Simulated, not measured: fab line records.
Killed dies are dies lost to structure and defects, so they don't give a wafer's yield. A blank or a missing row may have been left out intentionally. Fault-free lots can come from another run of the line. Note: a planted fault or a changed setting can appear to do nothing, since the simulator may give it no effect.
fab line records ; flow nand_harc ; part 1 of 2: steps 1 to 36 of 46
record: lots: 5; wafers: 15; last_day: 34
route steps=1302 shown P_ZERO_WELL@53 P_STI@69
lots with no fault: from the same line, run without faults
start_h: start of the lot's first displayed wafer, in hours after the record's first day ; wait_h: hours since the lot's step before ; " repeats the value in the row above ; L1.1+2: several wafers, shown together as one row ; - no value, or no start given ; * or withheld: withheld ; < > ~ a bound
route shown NAME@n: NAME is a module with steps in the file, n the number in the route of the first one ; usual: mean/standard deviation of fault-free wafers ; same: alike in all rows ; chamber/n: place in a boat ; sites: per-site readings ; _std_site: standard deviation of those values ; _edge_site: inner sites' mean taken away from outer sites' mean ; radius_mm: how far each site lies from the wafer's centre ; mask NAME#n: copy n ; behind: the most recent tool/chamber to have shaped the wafer ; hold: why the lot was held/for how many hours/how that ended ; device: the transistor (n, p or np) that didn't switch ; end of line: tests run on the same wafers once the route is complete ; a step with no rows: only its recipe ; killed: the dies lost at the first sort to structure and to defects; this is not the yield of the wafer ; map: a wafer's dies, x killed, . not, _ none there
set.NAME: the setting that was run; set.NAME@STEP: the one run at that earlier step ; model.NAME: the simulator's own value behind a step, which no gauge read
certain route steps with their lots: each step a table, each wafer a row
services: a tool's chamber out of use, with start hour (start_h, from the record's first day; less than 0 if before it), hours out, and reason
== steps ==
step: NHARC_P_ZERO_WELL_COAT_46
recipe: spin_rpm: withheld
lot.wafer;tool;chamber;start_h;wait_h
L074.3+5+6;litho_track-05;0;-;-
L076.1+2+6;litho_track-05;0;-;-
L081.3+5+6;litho_track-07;0;-;-
L085.1+2+4;litho_track-02;0;-;-
L095.3+4+5;litho_track-05;0;-;-
step: NHARC_P_ZERO_WELL_SOFTBAKE_47
recipe: temp_c: 122; time_s: 95
lot.wafer;tool;chamber;start_h;wait_h
L074.3+5+6;litho_track-05;0;-;-
L076.1+2+6;litho_track-05;0;-;-
L081.3+5+6;litho_track-07;0;-;-
L085.1+2+4;litho_track-02;0;-;-
L095.3+4+5;litho_track-05;0;-;-
step: NHARC_P_ZERO_WELL_EBR_48
lot.wafer;tool;chamber;start_h;wait_h
L074.3+5+6;litho_track-05;0;-;-
L076.1+2+6;litho_track-05;0;-;-
L081.3+5+6;litho_track-07;0;-;-
L085.1+2+4;litho_track-02;0;-;-
L095.3+4+5;litho_track-05;0;-;-
step: NHARC_P_ZERO_WELL_EXPOSE_49
recipe: na: 0.6; target_cd_nm: 2000; dose_mj: 22.64; mask_id: P_HVPW
lot.wafer;tool;chamber;start_h;wait_h;mask
L074.3+5+6;krf_scanner-01;0;26.12;-;P_HVPW#0
L076.1+2+6;krf_scanner-01;0;45.57;-;P_HVPW#0
L081.3+5+6;krf_scanner-01;0;95.53;-;P_HVPW#0
L085.1+2+4;krf_scanner-04;0;135.76;-;P_HVPW#0
L095.3+4+5;krf_scanner-01;0;235.46;-;P_HVPW#0
step: NHARC_P_ZERO_WELL_PEB_50
recipe: peb_temp_c: 118; peb_time_s: 85
lot.wafer;tool;chamber;start_h;wait_h
L074.3+5+6;litho_track-02;0;26.18;0.1
L076.1+2+6;litho_track-02;0;45.64;0.1
L081.3+5+6;litho_track-05;0;95.59;0.1
L085.1+2+4;litho_track-05;0;135.83;0.1
L095.3+4+5;litho_track-07;0;235.52;0.1
step: NHARC_P_ZERO_WELL_DEVELOP_51
recipe: time_s: 70
lot.wafer;tool;chamber;start_h;wait_h
L074.3+5+6;litho_track-02;0;-;-
L076.1+2+6;litho_track-02;0;-;-
L081.3+5+6;litho_track-05;0;-;-
L085.1+2+4;litho_track-05;0;-;-
L095.3+4+5;litho_track-07;0;-;-
step: NHARC_P_ZERO_WELL_CD_MEAS_52
recipe: target_cd_nm: 2000; landing_energy_ev: 500
usual: cd_nm: 1999.5/1.6
same: landing_energy_ev: 500
lot.wafer;tool;chamber;start_h;wait_h;cd_nm
L074.3;cd_sem-02;0;26.27;-;2001.9
L074.5;cd_sem-02;0;26.27;-;2001.7
L074.6;cd_sem-02;0;26.27;-;1999.9
L076.1;cd_sem-03;0;45.73;-;2000.6
L076.2;cd_sem-03;0;45.73;-;1996.2
L076.6;cd_sem-03;0;45.73;-;1998.3
L081.3;cd_sem-02;0;95.68;-;1998.9
L081.5;cd_sem-02;0;95.68;-;1999.7
L081.6;cd_sem-02;0;95.68;-;2001.2
L085.1;cd_sem-01;0;135.92;-;1997.6
L085.2;cd_sem-01;0;135.92;-;1997.9
L085.4;cd_sem-01;0;135.92;-;1999.6
L095.3;cd_sem-01;0;235.61;-;1999.4
L095.4;cd_sem-01;0;235.61;-;1997.4
L095.5;cd_sem-01;0;235.61;-;1999.5
step: NHARC_P_ZERO_WELL_HARDBAKE_53
recipe: temp_c: 125; time_s: 80
lot.wafer;tool;chamber;start_h;wait_h
L074.3+5+6;litho_track-05;0;26.35;-
L076.1+2+6;litho_track-02;0;45.81;-
L081.3+5+6;litho_track-07;0;95.76;-
L085.1+2+4;litho_track-02;0;136.00;-
L095.3+4+5;litho_track-05;0;235.69;-
step: NHARC_P_ZERO_WELL_DESCUM_54
recipe: time_s: 3; o2_flow_sccm: 200; ar_flow_sccm: 0; bias_power_w: 0; chemistry: O2
usual: drypump_motor_current_A: 5.8/0.44; oes_product_au: 1.001/0.01; rf_vpp_V: 57.7/0.88; showerhead_plenum_p_Torr: 1.90/0.09; throttle_valve_pct: 11.312/0.0095
lot.wafer;tool;chamber;start_h;wait_h;drypump_motor_current_A;oes_product_au;rf_hours_counter_h;rf_vpp_V;showerhead_plenum_p_Torr;throttle_valve_pct
L074.3;rie_diel-07;1;26.46;-;5.3;0.991;23;57.8;2.01;11.315
L074.5;rie_diel-07;2;26.46;-;6.1;0.989;-;57.1;1.79;11.301
L074.6;rie_diel-07;3;26.46;-;5.5;0.992;-;57.4;1.87;11.306
L076.2;rie_diel-07;1;45.94;-;5.3;0.999;29;57.0;2.01;11.308
L076.1;rie_diel-07;2;45.94;-;6.1;1.000;31;57.3;1.79;11.309
L076.6;rie_diel-07;2;45.94;-;6.1;1.005;-;58.8;1.79;11.317
L081.3;rie_diel-08;1;95.85;-;6.6;1.009;21;58.4;1.91;11.318
L081.6;rie_diel-08;0;95.85;-;6.0;0.995;-;58.3;2.07;11.324
L081.5;rie_diel-08;1;95.85;-;6.6;1.013;-;56.8;1.91;11.303
L085.4;rie_diel-07;0;136.08;-;6.0;0.998;3;57.1;1.82;11.312
L085.2;rie_diel-07;1;136.08;-;5.3;0.995;4;57.4;2.00;11.321
L085.1;rie_diel-07;3;136.08;-;5.4;0.990;3;57.6;1.86;11.303
L095.4;rie_diel-08;1;235.78;-;6.6;1.007;15;56.9;1.90;11.319
L095.3;rie_diel-08;3;235.78;-;5.7;0.992;15;57.2;1.85;11.292
L095.5;rie_diel-08;0;235.78;-;5.9;0.988;-;59.8;2.05;11.325
step: NHARC_P_ZERO_WELL_IMPLANT_55
recipe: energy_kev: 180; dose_cm2: 8e+11; tilt_deg: 7
lot.wafer;tool;chamber;start_h;wait_h
L074.3+5+6;implanter-01;0;26.63;0.2
L076.1+2+6;implanter-02;0;46.09;0.1
L081.3+5+6;implanter-02;0;96.04;0.2
L085.1+2+4;implanter-02;0;136.22;0.1
L095.3+4+5;implanter-02;0;235.97;0.2
step: NHARC_P_ZERO_WELL_IMPLANT_61
recipe: energy_kev: 30; dose_cm2: 5e+11; tilt_deg: 7
lot.wafer;tool;chamber;start_h;wait_h
L074.3+5+6;implanter-01;0;26.81;0.2
L076.1+2+6;implanter-02;0;46.27;0.2
L081.3+5+6;implanter-02;0;96.22;0.1
L085.1+2+4;implanter-02;0;136.40;0.1
L095.3+4+5;implanter-02;0;236.16;0.2
step: NHARC_P_ZERO_WELL_STRIP_56
recipe: time_s: 840; temp_c: 130; chemistry: SPM
lot.wafer;tool;chamber;start_h;wait_h
L074.6+5+3;wet_bench-06;3,6,7;26.98;0.0
L076.1+6+2;wet_bench-03;2,3,4;46.47;0.2
L081.3+6+5;wet_bench-03;6,7,0;96.39;0.1
L085.4+1+2;wet_bench-09;5,6,1;136.62;0.1
L095.4+5+3;wet_bench-06;2,3,4;236.32;0.1
step: NHARC_P_ZERO_WELL_PRECLEAN_68
recipe: time_s: 60; temp_c: 50; bath_age_min: 0; chemistry: SC1
lot.wafer;tool;chamber;start_h;wait_h
L074.6+5+3;wet_bench-06;3,6,7;-;-
L076.1+6+2;wet_bench-03;2,3,4;-;-
L081.3+6+5;wet_bench-03;6,7,0;-;-
L085.4+1+2;wet_bench-09;5,6,1;-;-
L095.4+5+3;wet_bench-06;2,3,4;-;-
step: NHARC_P_ZERO_WELL_SRD_69
lot.wafer;tool;chamber;start_h;wait_h
L074.6+5+3;wet_bench-06;3,6,7;-;-
L076.1+6+2;wet_bench-03;2,3,4;-;-
L081.3+6+5;wet_bench-03;6,7,0;-;-
L085.4+1+2;wet_bench-09;5,6,1;-;-
L095.4+5+3;wet_bench-06;2,3,4;-;-
step: NHARC_P_ZERO_WELL_RTA_42
recipe: temp_c: 1100; time_s: 300
usual: lamp_power_pct: 41.7/0.46; wafer_temp_C_max: 1107.2/1.4
lot.wafer;tool;chamber;start_h;wait_h;lamp_power_pct;wafer_temp_C_max
L074.3;rtp_anneal-02;0;27.62;-;41.3;1106.8
L074.5;rtp_anneal-02;0;27.62;-;41.4;1107.7
L074.6;rtp_anneal-02;0;27.62;-;41.4;1107.3
L076.1;rtp_anneal-02;0;46.91;-;41.4;1105.3
L076.2;rtp_anneal-02;0;46.91;-;41.4;1107.0
L076.6;rtp_anneal-02;0;46.91;-;41.3;1105.5
L081.3;rtp_anneal-01;0;97.04;-;42.3;1105.5
L081.5;rtp_anneal-01;0;97.04;-;42.3;1106.8
L081.6;rtp_anneal-01;0;97.04;-;42.3;1105.5
L085.1;rtp_anneal-02;0;137.05;-;41.3;1107.4
L085.2;rtp_anneal-02;0;137.05;-;41.3;1107.0
L085.4;rtp_anneal-02;0;137.05;-;41.3;1106.3
L095.3;rtp_anneal-02;0;236.97;-;41.5;1110.2
L095.4;rtp_anneal-02;0;236.97;-;41.5;1107.1
L095.5;rtp_anneal-02;0;236.97;-;41.4;1107.1
step: NHARC_P_ZERO_WELL_INSPECT_43
usual: raw_defect_count: 13/5.3
lot.wafer;tool;chamber;start_h;wait_h;raw_defect_count
L074.3;defect_inspect-02;-;28.11;0.4;13
L074.5;defect_inspect-02;-;28.11;0.4;18
L074.6;defect_inspect-02;-;28.11;0.4;8
L076.1;defect_inspect-01;-;47.59;0.6;14
L076.2;defect_inspect-01;-;47.59;0.6;16
L076.6;defect_inspect-01;-;47.59;0.6;17
L081.3;defect_inspect-02;-;97.50;0.4;5
L081.5;defect_inspect-02;-;97.50;0.4;11
L081.6;defect_inspect-02;-;97.50;0.4;5
L085.1;defect_inspect-01;-;137.72;0.6;7
L085.2;defect_inspect-01;-;137.72;0.6;4
L085.4;defect_inspect-01;-;137.72;0.6;10
L095.3;defect_inspect-01;-;237.43;0.4;5
L095.4;defect_inspect-01;-;237.43;0.4;17
L095.5;defect_inspect-01;-;237.43;0.4;10
step: NHARC_P_STI_ETCH_26
recipe: target_depth_a: 110; chemistry: dHF; material: SiO2
lot.wafer;tool;chamber;start_h;wait_h
L074.6+3+5;wet_bench-01;2,6,7;28.16;0.0
L076.1+6+2;wet_bench-07;6,0,3;47.64;0.1
L081.3+5+6;wet_bench-05;5,6,1;97.55;0.0
L085.4+2+1;wet_bench-01;7,0,1;137.78;0.0
L095.4+3+5;wet_bench-05;6,0,3;237.48;0.0
step: NHARC_P_STI_PRECLEAN_27
recipe: time_s: *; temp_c: 50; bath_age_min: 0; chemistry: SC1
lot.wafer;tool;chamber;start_h;wait_h
L074.6+3+5;wet_bench-01;2,6,7;28.23;0.1
L076.1+6+2;wet_bench-07;6,0,3;47.71;0.1
L081.3+5+6;wet_bench-05;5,6,1;97.62;0.1
L085.4+2+1;wet_bench-01;7,0,1;137.84;0.1
L095.4+3+5;wet_bench-05;6,0,3;237.56;0.1
step: NHARC_P_STI_SRD_28
lot.wafer;tool;chamber;start_h;wait_h
L074.6+3+5;wet_bench-01;2,6,7;-;-
L076.1+6+2;wet_bench-07;6,0,3;-;-
L081.3+5+6;wet_bench-05;5,6,1;-;-
L085.4+2+1;wet_bench-01;7,0,1;-;-
L095.4+3+5;wet_bench-05;6,0,3;-;-
step: NHARC_P_STI_OXIDE_29
recipe: target_thk_a: 100; temp_c: 900; ox_time_s: 1362; material: SiO2
usual: spike_tc_centre_C: 900.6/1.1
lot.wafer;tool;chamber;start_h;wait_h;spike_tc_centre_C
L074.3;furnace-06;0;32.92;-;902.6
L074.5;furnace-06;0;32.92;-;900.0
L074.6;furnace-06;0;32.92;-;900.0
L076.1;furnace-07;0;53.88;-;899.5
L076.2;furnace-07;0;53.88;-;900.9
L076.6;furnace-07;0;53.88;-;901.8
L081.3;furnace-08;0;102.99;-;900.0
L081.5;furnace-08;0;102.99;-;900.7
L081.6;furnace-08;0;102.99;-;899.3
L085.1;furnace-08;0;143.67;-;900.1
L085.2;furnace-08;0;143.67;-;900.9
L085.4;furnace-08;0;143.67;-;899.6
L095.3;furnace-06;0;243.05;-;903.5
L095.4;furnace-06;0;243.05;-;901.2
L095.5;furnace-06;0;243.05;-;901.5
step: NHARC_P_STI_HM_DEP_30
recipe: target_thk_a: 800; temp_c: 790; pressure_mtorr: 300; time_s: 873; material: Si3N4
usual: spike_tc_centre_C: 789.8/1.5
lot.wafer;tool;chamber;start_h;wait_h;spike_tc_centre_C
L074.3;lpcvd-02;0;40.99;4.4;792.1
L074.5;lpcvd-02;0;40.99;4.4;789.5
L074.6;lpcvd-02;0;40.99;4.4;789.9
L076.1;lpcvd-01;0;61.02;3.5;788.7
L076.2;lpcvd-01;0;61.02;3.5;788.1
L076.6;lpcvd-01;0;61.02;3.5;789.1
L081.3;lpcvd-01;0;110.81;4.1;789.3
L081.5;lpcvd-01;0;110.81;4.1;788.9
L081.6;lpcvd-01;0;110.81;4.1;789.4
L085.1;lpcvd-02;0;150.81;3.5;791.2
L085.2;lpcvd-02;0;150.81;3.5;790.0
L085.4;lpcvd-02;0;150.81;3.5;789.7
L095.3;lpcvd-01;0;250.93;4.2;788.1
L095.4;lpcvd-01;0;250.93;4.2;789.0
L095.5;lpcvd-01;0;250.93;4.2;791.3
step: NHARC_P_STI_DEHYDRATE_01
recipe: temp_c: 150; time_s: 120
lot.wafer;tool;chamber;start_h;wait_h
L074.3+5+6;litho_track-03;0;44.62;0.4
L076.1+2+6;litho_track-03;0;64.67;0.4
L081.3+5+6;litho_track-07;0;114.50;0.4
L085.1+2+4;litho_track-07;0;154.43;0.4
L095.3+4+5;litho_track-02;0;254.60;0.4
step: NHARC_P_STI_HMDS_02
recipe: time_s: 30
lot.wafer;tool;chamber;start_h;wait_h
L074.3+5+6;litho_track-03;0;-;-
L076.1+2+6;litho_track-03;0;-;-
L081.3+5+6;litho_track-07;0;-;-
L085.1+2+4;litho_track-07;0;-;-
L095.3+4+5;litho_track-02;0;-;-
step: NHARC_P_STI_COAT_41
recipe: temp_c: 200; time_s: 65
lot.wafer;tool;chamber;start_h;wait_h
L074.3+5+6;litho_track-03;0;-;-
L076.1+2+6;litho_track-03;0;-;-
L081.3+5+6;litho_track-07;0;-;-
L085.1+2+4;litho_track-07;0;-;-
L095.3+4+5;litho_track-02;0;-;-
step: NHARC_P_STI_COAT_03
recipe: spin_rpm: 2000; resist_thk_nm: 600
lot.wafer;tool;chamber;start_h;wait_h
L074.3+5+6;litho_track-03;0;-;-
L076.1+2+6;litho_track-03;0;-;-
L081.3+5+6;litho_track-07;0;-;-
L085.1+2+4;litho_track-07;0;-;-
L095.3+4+5;litho_track-02;0;-;-
step: NHARC_P_STI_SOFTBAKE_04
recipe: temp_c: 125; time_s: 70
lot.wafer;tool;chamber;start_h;wait_h
L074.3+5+6;litho_track-03;0;-;-
L076.1+2+6;litho_track-03;0;-;-
L081.3+5+6;litho_track-07;0;-;-
L085.1+2+4;litho_track-07;0;-;-
L095.3+4+5;litho_track-02;0;-;-
step: NHARC_P_STI_EBR_05
lot.wafer;tool;chamber;start_h;wait_h
L074.3+5+6;litho_track-03;0;-;-
L076.1+2+6;litho_track-03;0;-;-
L081.3+5+6;litho_track-07;0;-;-
L085.1+2+4;litho_track-07;0;-;-
L095.3+4+5;litho_track-02;0;-;-
step: NHARC_P_STI_EXPOSE_06
recipe: na: 0.55; target_cd_nm: 200; dose_mj: 37.69; mask_id: P_STI
lot.wafer;tool;chamber;start_h;wait_h;mask
L074.3+5+6;krf_scanner-03;0;44.92;-;P_STI#0
L076.1+2+6;krf_scanner-03;0;64.96;-;P_STI#0
L081.3+5+6;krf_scanner-03;0;114.80;-;P_STI#0
L085.1+2+4;krf_scanner-02;0;154.72;-;P_STI#0
L095.3+4+5;krf_scanner-02;0;254.90;-;P_STI#0
step: NHARC_P_STI_PEB_07
recipe: peb_temp_c: 128; peb_time_s: 80
lot.wafer;tool;chamber;start_h;wait_h
L074.3+5+6;litho_track-02;0;44.97;0.1
L076.1+2+6;litho_track-02;0;65.03;0.1
L081.3+5+6;litho_track-02;0;114.86;0.1
L085.1+2+4;litho_track-07;0;154.79;0.1
L095.3+4+5;litho_track-02;0;254.96;0.1
step: NHARC_P_STI_DEVELOP_08
recipe: time_s: 50; dev_temp_c: 22
lot.wafer;tool;chamber;start_h;wait_h
L074.3+5+6;litho_track-02;0;-;-
L076.1+2+6;litho_track-02;0;-;-
L081.3+5+6;litho_track-02;0;-;-
L085.1+2+4;litho_track-07;0;-;-
L095.3+4+5;litho_track-02;0;-;-
step: NHARC_P_STI_CD_MEAS_09
recipe: target_cd_nm: 200; landing_energy_ev: 500
usual: cd_nm: 200.5/2.1
same: landing_energy_ev: 500
lot.wafer;tool;chamber;start_h;wait_h;cd_nm
L074.3;cd_sem-02;0;45.06;-;201.4
L074.5;cd_sem-02;0;45.06;-;204.4
L074.6;cd_sem-02;0;45.06;-;199.3
L076.1;cd_sem-03;0;65.11;-;200.0
L076.2;cd_sem-03;0;65.11;-;200.9
L076.6;cd_sem-03;0;65.11;-;197.5
L081.3;cd_sem-01;0;114.95;-;198.9
L081.5;cd_sem-01;0;114.95;-;201.3
L081.6;cd_sem-01;0;114.95;-;197.5
L085.1;cd_sem-01;0;154.87;-;198.7
L085.2;cd_sem-01;0;154.87;-;198.8
L085.4;cd_sem-01;0;154.87;-;195.4
L095.3;cd_sem-02;0;255.05;-;202.2
L095.4;cd_sem-02;0;255.05;-;204.0
L095.5;cd_sem-02;0;255.05;-;200.8
step: NHARC_P_STI_OVL_MEAS_10
usual: overlay_x_nm: -1/6.6; overlay_y_nm: -2/5.6
lot.wafer;tool;chamber;start_h;wait_h;overlay_x_nm;overlay_y_nm
L074.3;overlay-01;-;45.14;-;-8;-3
L074.5;overlay-01;-;45.14;-;-8;-3
L074.6;overlay-01;-;45.14;-;-8;-3
L076.1;overlay-01;-;65.20;-;-13;6
L076.2;overlay-01;-;65.20;-;-13;6
L076.6;overlay-01;-;65.20;-;-13;6
L081.3;overlay-01;-;115.03;-;4;3
L081.5;overlay-01;-;115.03;-;3;3
L081.6;overlay-01;-;115.03;-;3;3
L085.1;overlay-01;-;154.96;-;-8;-7
L085.2;overlay-01;-;154.96;-;-8;-7
L085.4;overlay-01;-;154.96;-;-8;-7
L095.3;overlay-02;-;255.13;-;10;-7
L095.4;overlay-02;-;255.13;-;11;-7
L095.5;overlay-02;-;255.13;-;11;-7
step: NHARC_P_STI_INSPECT_11
usual: raw_defect_count: 6/3.1
lot.wafer;tool;chamber;start_h;wait_h;raw_defect_count
L074.3;defect_inspect-02;-;45.18;0.0;10
L074.5;defect_inspect-02;-;45.18;0.0;2
L074.6;defect_inspect-02;-;45.18;0.0;5
L076.1;defect_inspect-02;-;65.24;0.0;7
L076.2;defect_inspect-02;-;65.24;0.0;7
L076.6;defect_inspect-02;-;65.24;0.0;14
L081.3;defect_inspect-01;-;115.07;0.0;5
L081.5;defect_inspect-01;-;115.07;0.0;6
L081.6;defect_inspect-01;-;115.07;0.0;5
L085.1;defect_inspect-01;-;155.00;0.0;4
L085.2;defect_inspect-01;-;155.00;0.0;7
L085.4;defect_inspect-01;-;155.00;0.0;7
L095.3;defect_inspect-01;-;255.17;0.0;5
L095.4;defect_inspect-01;-;255.17;0.0;10
L095.5;defect_inspect-01;-;255.17;0.0;4
step: NHARC_P_STI_HARDBAKE_13
recipe: temp_c: 118; time_s: 65
lot.wafer;tool;chamber;start_h;wait_h
L074.3+5+6;litho_track-02;0;45.24;0.1
L076.1+2+6;litho_track-02;0;65.29;0.1
L081.3+5+6;litho_track-07;0;115.13;0.1
L085.1+2+4;litho_track-02;0;155.05;0.1
L095.3+4+5;litho_track-02;0;255.23;0.1
step: NHARC_P_STI_DESCUM_14
recipe: time_s: 3; o2_flow_sccm: 200; ar_flow_sccm: 0; bias_power_w: 0; chemistry: O2
usual: drypump_motor_current_A: 5.7/0.45; oes_product_au: 1.003/0.012; rf_vpp_V: 57.8/0.89; showerhead_plenum_p_Torr: 1.92/0.076; throttle_valve_pct: 11.312/0.009
lot.wafer;tool;chamber;start_h;wait_h;drypump_motor_current_A;oes_product_au;rf_hours_counter_h;rf_vpp_V;showerhead_plenum_p_Torr;throttle_valve_pct
L074.3;rie_diel-13;3;45.34;-;5.3;0.991;2;58.6;1.98;11.306
L074.6;rie_diel-13;1;45.34;-;5.7;0.979;-;59.4;2.00;11.329
L074.5;rie_diel-13;3;45.34;-;5.3;0.998;-;58.5;1.98;11.320
L076.1;rie_diel-03;1;65.38;-;6.1;0.999;10;56.6;1.87;11.314
L076.2;rie_diel-03;2;65.38;-;6.3;0.994;9;56.0;1.83;11.314
L076.6;rie_diel-03;1;65.38;-;6.1;0.999;-;57.3;1.87;11.307
L081.3;rie_diel-12;3;115.20;-;5.5;0.993;1;57.9;2.06;11.301
L081.5;rie_diel-12;3;115.20;-;5.5;0.991;-;57.4;2.06;11.312
L081.6;rie_diel-12;0;115.20;-;5.1;1.004;-;56.6;1.95;11.289
L085.2;rie_diel-03;0;155.13;-;5.5;0.999;3;57.0;1.96;11.305
L085.4;rie_diel-03;1;155.13;-;6.1;1.004;4;58.0;1.86;11.313
L085.1;rie_diel-03;3;155.13;-;5.7;1.029;3;58.2;1.98;11.318
L095.4;rie_diel-03;3;255.30;-;5.7;1.026;11;58.9;1.98;11.322
L095.3;rie_diel-03;1;255.30;-;6.1;1.015;12;57.8;1.86;11.309
L095.5;rie_diel-03;3;255.30;-;5.7;1.020;-;58.9;1.98;11.314
step: NHARC_P_STI_ETCH_42
recipe: target_depth_a: 800; overetch_a: 240; time_s: 61; ion_energy_ev: 200; n2_flow_sccm: 150; h2_flow_sccm: 150; ar_flow_sccm: 0; rf_w: 400; bias_w: 150; chemistry: N2/H2
usual: drypump_motor_current_A: 5.7/0.45; h2_flow_sccm: 149.9/0.43; oes_product_au: 1.003/0.012; rf_vpp_V: 430.5/2.5; showerhead_plenum_p_Torr: 2.04/0.083; throttle_valve_pct: 14.172/0.0092
lot.wafer;tool;chamber;start_h;wait_h;drypump_motor_current_A;h2_flow_sccm;oes_product_au;rf_hours_counter_h;rf_vpp_V;showerhead_plenum_p_Torr;throttle_valve_pct
L074.3;rie_diel-13;0;45.41;0.1;6.4;149.6;0.985;2;429.9;1.97;14.186
L074.6;rie_diel-13;1;45.41;0.1;5.8;150.2;0.982;-;432.7;2.13;14.164
L074.5;rie_diel-13;3;45.41;0.1;5.3;149.7;0.997;-;434.1;2.11;14.170
L076.2;rie_diel-03;2;65.46;0.1;6.4;150.2;0.993;9;427.5;1.95;14.170
L076.1;rie_diel-03;0;65.46;0.1;5.5;150.1;1.002;8;431.0;2.09;14.172
L076.6;rie_diel-03;2;65.46;0.1;6.3;150.7;0.993;-;428.1;1.95;14.176
L081.3;rie_diel-12;2;115.29;0.1;5.0;149.5;1.017;1;429.1;1.95;14.173
L081.5;rie_diel-12;1;115.29;0.1;5.3;149.9;1.007;-;431.2;2.08;14.176
L081.6;rie_diel-12;2;115.29;0.1;5.0;149.1;1.018;-;429.2;1.95;14.178
L085.1;rie_diel-03;2;155.21;0.1;6.3;149.9;1.012;3;428.2;1.95;14.167
L085.4;rie_diel-03;3;155.21;0.1;5.7;149.7;1.034;3;433.8;2.11;14.162
L085.2;rie_diel-03;1;155.21;0.1;6.1;149.5;1.002;4;429.3;1.99;14.173
L095.3;rie_diel-03;1;255.39;0.1;6.1;149.6;1.002;12;430.1;1.98;14.158
L095.4;rie_diel-03;0;255.39;0.1;5.5;149.2;1.001;12;433.0;2.09;14.170
L095.5;rie_diel-03;2;255.39;0.1;6.4;149.3;1.000;-;427.9;1.95;14.187
